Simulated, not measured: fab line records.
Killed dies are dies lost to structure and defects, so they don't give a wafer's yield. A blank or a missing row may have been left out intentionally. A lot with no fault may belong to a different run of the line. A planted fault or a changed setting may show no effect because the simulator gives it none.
Which tool was responsible? + flow nandHarc + 14 lots with 42 wafers sampled at 4 steps, on a route of 1302 steps

WHAT THE GAUGES SHOWED, per wafer
Not one reading of a measure or inspect step in the record can be checked against a usual standard deviation.

WHICH TOOL RAN EACH LOT (tool, then ch and the chambers of the sampled wafers, then the start)
| lot  | NHARC_P_CONTACT_ETCH_18                      | NHARC_P_CONTACT_DEGAS_38    | NHARC_P_M0_PEB_07                | NHARC_P_M0_STRIP_18               |
|------|----------------------------------------------|-----------------------------|----------------------------------|-----------------------------------|
| L350 | rieDiel-05 ch 0,2,3, day 6 23:25 or earlier  | pvdSputter-02, day 6 23:25  | lithoTrack-04 ch 0, day 7 01:35  | rieDiel-12 ch 0,1,2, day 7 02:16  |
| L351 | rieDiel-06 ch 0,1,3, day 7 02:28 or earlier  | pvdSputter-02, day 7 02:28  | lithoTrack-06 ch 0, day 7 04:46  | rieDiel-12 ch 0,1, day 7 05:25    |
| L353 | rieDiel-05 ch 1,2,3, day 8 01:49 or earlier  | pvdSputter-03, day 8 01:49  | lithoTrack-04 ch 0, day 8 03:59  | rieDiel-10 ch 0,1,3, day 8 04:41  |
| L354 | rieDiel-06 ch 0,1,3, day 8 19:43 or earlier  | pvdSputter-01, day 8 19:43  | lithoTrack-01 ch 0, day 8 22:01  | rieDiel-12 ch 1,2, day 8 22:39    |
| L355 | rieDiel-05 ch 1,2,3, day 9 07:14 or earlier  | pvdSputter-03, day 9 07:14  | lithoTrack-01 ch 0, day 9 09:34  | rieDiel-13 ch 1,2,3, day 9 10:12  |
| L356 | rieDiel-06 ch 1,2, day 9 08:04 or earlier    | pvdSputter-01, day 9 08:04  | lithoTrack-01 ch 0, day 9 10:22  | rieDiel-10 ch 0,1, day 9 11:02    |
| L357 | rieDiel-06 ch 1,2,3, day 9 18:06 or earlier  | pvdSputter-01, day 9 18:06  | lithoTrack-01 ch 0, day 9 20:25  | rieDiel-10 ch 0,1, day 9 21:22    |
| L365 | rieDiel-06 ch 0,1, day 12 23:58 or earlier   | pvdSputter-03, day 12 23:58 | lithoTrack-06 ch 0, day 13 02:11 | rieDiel-13 ch 0,2,3, day 13 02:51 |
| L366 | rieDiel-05 ch 0,3, day 13 11:07 or earlier   | pvdSputter-02, day 13 11:07 | lithoTrack-04 ch 0, day 13 13:19 | rieDiel-13 ch 0,1,2, day 13 13:58 |
| L367 | rieDiel-06 ch 0,3, day 13 18:15 or earlier   | pvdSputter-03, day 13 18:15 | lithoTrack-01 ch 0, day 13 21:06 | rieDiel-12 ch 0,2, day 13 21:54   |
| L368 | rieDiel-05 ch 0,2,3, day 14 14:44 or earlier | pvdSputter-01, day 14 14:44 | lithoTrack-06 ch 0, day 14 17:07 | rieDiel-12 ch 0,1,3, day 14 17:46 |
| L369 | rieDiel-02 ch 1,3, day 14 17:11 or earlier   | pvdSputter-01, day 14 17:11 | lithoTrack-06 ch 0, day 14 19:29 | rieDiel-12 ch 0,2, day 14 20:17   |
| L370 | rieDiel-02 ch 1,2, day 15 07:45 or earlier   | pvdSputter-01, day 15 07:45 | lithoTrack-04 ch 0, day 15 10:05 | rieDiel-10 ch 0,1, day 15 10:48   |
| L371 | rieDiel-05 ch 1,2, day 15 16:43 or earlier   | pvdSputter-02, day 15 16:43 | lithoTrack-04 ch 0, day 15 19:03 | rieDiel-12 ch 1,3, day 15 19:46   |
- NHARC_P_CONTACT_ETCH_18: etches the open film in C4F8/O2/Ar, target depth 481 nm, time 240.5 s.
- NHARC_P_CONTACT_DEGAS_38: time 60 s.
- NHARC_P_M0_PEB_07: peb time 65 s.
- NHARC_P_M0_STRIP_18: strips in N2/H2.

WHAT THE TOOLS THEMSELVES READ (means of the sampled wafers that have a number; where no wafer has one, the mark that the record gives instead)
NHARC_P_CONTACT_ETCH_18.
| lot  | tool       | oesProductAu (a.u.) | rfVppV (V) |
|------|------------|---------------------|------------|
| L350 | rieDiel-05 | 0.959               | 979        |
| L351 | rieDiel-06 | 0.967               | 978        |
| L353 | rieDiel-05 | 0.954               | 980        |
| L354 | rieDiel-06 | 0.963               | 977        |
| L355 | rieDiel-05 | 0.967               | 979        |
| L356 | rieDiel-06 | 0.963               | 985        |
| L357 | rieDiel-06 | 0.962               | 983        |
| L365 | rieDiel-06 | 0.931               | 972        |
| L366 | rieDiel-05 | 0.954               | 975        |
| L367 | rieDiel-06 | 0.985               | 978        |
| L368 | rieDiel-05 | 0.971               | 979        |
| L369 | rieDiel-02 | 0.966               | 984        |
| L370 | rieDiel-02 | 0.972               | 979        |
| L371 | rieDiel-05 | 0.966               | 985        |

NHARC_P_CONTACT_DEGAS_38.
| lot  | tool          | heaterPowerW (W) |
|------|---------------|------------------|
| L350 | pvdSputter-02 | 522              |
| L351 | pvdSputter-02 | 560              |
| L353 | pvdSputter-03 | 489              |
| L354 | pvdSputter-01 | 408              |
| L355 | pvdSputter-03 | 502              |
| L356 | pvdSputter-01 | 370              |
| L357 | pvdSputter-01 | 405              |
| L365 | pvdSputter-03 | 521              |
| L366 | pvdSputter-02 | 563              |
| L367 | pvdSputter-03 | 485              |
| L368 | pvdSputter-01 | 406              |
| L369 | pvdSputter-01 | 427              |
| L370 | pvdSputter-01 | 420              |
| L371 | pvdSputter-02 | 514              |

NHARC_P_M0_PEB_07.
| lot  | tool          | heaterPowerTotalW (W) | plateTempC (C) |
|------|---------------|-----------------------|----------------|
| L350 | lithoTrack-04 | 156.9                 | 100.00         |
| L351 | lithoTrack-06 | 156.8                 | 100.00         |
| L353 | lithoTrack-04 | 156.4                 | 99.93          |
| L354 | lithoTrack-01 | 157.0                 | 100.05         |
| L355 | lithoTrack-01 | 156.9                 | 99.99          |
| L356 | lithoTrack-01 | 139.8                 | 91.91          |
| L357 | lithoTrack-01 | 139.9                 | 91.81          |
| L365 | lithoTrack-06 | 156.9                 | 100.11         |
| L366 | lithoTrack-04 | 156.7                 | 100.13         |
| L367 | lithoTrack-01 | 156.7                 | 99.98          |
| L368 | lithoTrack-06 | 156.6                 | 99.99          |
| L369 | lithoTrack-06 | 156.7                 | 100.10         |
| L370 | lithoTrack-04 | 156.5                 | 99.95          |
| L371 | lithoTrack-04 | 157.0                 | 100.06         |

NHARC_P_M0_STRIP_18.
| lot  | tool       | drypumpMotorCurrentA (A) | oesProductAu (a.u.) | rfVppV (V) | showerheadPlenumPTorr (Torr) | throttleValvePct (%) |
|------|------------|--------------------------|---------------------|------------|------------------------------|----------------------|
| L350 | rieDiel-12 | 5.7                      | 0.998               | 89.3       | 1.98                         | 14.176               |
| L351 | rieDiel-12 | 6.1                      | 0.998               | 89.3       | 1.95                         | 14.172               |
| L353 | rieDiel-10 | 5.7                      | 0.998               | 91.2       | 2.03                         | 14.171               |
| L354 | rieDiel-12 | 6.0                      | 0.998               | 90.5       | 2.00                         | 14.173               |
| L355 | rieDiel-13 | 5.8                      | 1.004               | 90.4       | 1.94                         | 14.179               |
| L356 | rieDiel-10 | 5.6                      | 0.998               | 91.0       | 2.05                         | 14.172               |
| L357 | rieDiel-10 | 5.6                      | 0.990               | 90.3       | 2.06                         | 14.175               |
| L365 | rieDiel-13 | 5.8                      | 0.993               | 89.8       | 1.96                         | 14.176               |
| L366 | rieDiel-13 | 5.8                      | 0.991               | 89.8       | 1.95                         | 14.173               |
| L367 | rieDiel-12 | 5.3                      | 1.009               | 90.6       | 2.00                         | 14.175               |
| L368 | rieDiel-12 | 6.2                      | 1.006               | 90.0       | 1.96                         | 14.171               |
| L369 | rieDiel-12 | 5.5                      | 1.001               | 90.7       | 1.94                         | 14.170               |
| L370 | rieDiel-10 | 5.5                      | 1.011               | 90.8       | 2.04                         | 14.168               |
| L371 | rieDiel-12 | 6.4                      | 0.995               | 90.1       | 2.00                         | 14.177               |

THE ANSWER, worked out from the rows above alone
Rule: what is usual is taken from the lots themselves. The widest of any qualifying gaps counts: lots, ordered by their means at a reading, are off when they make up no more than a third of the lots, leave a main group of 4 or more, and stand apart from it by 3 or more times the standard deviation of that group's means. The tables above print the reading to a certain number of digits; a main group whose means all agree to those digits is not used. Also off: a lot with no number at a reading for which 4 or more lots have one. Where the step has rows for the other lots, those lots are counted as sound. The gauges are gone through in route order, then the tools' own readings, and for those a lot's mean is taken as printed above. The first step at which some lot is off is used, and at that step the reading that is off furthest; a lot without a number counts as furthest.
Off: L356, L357, at NHARC_P_M0_PEB_07 (plateTempC). Mean 100.02 C and standard deviation 0.062 in the main group.
If a tool, at that step or one of the process steps before it, ran each lot that is off and ran no sound lot following the first of them, it fits. NHARC_P_CONTACT_ETCH_18: start missing for some lots; hours and lot order therefore follow NHARC_P_CONTACT_DEGAS_38. Not one of the candidates tried fits.

WHAT WAS PUT IN BY THE SIMULATOR
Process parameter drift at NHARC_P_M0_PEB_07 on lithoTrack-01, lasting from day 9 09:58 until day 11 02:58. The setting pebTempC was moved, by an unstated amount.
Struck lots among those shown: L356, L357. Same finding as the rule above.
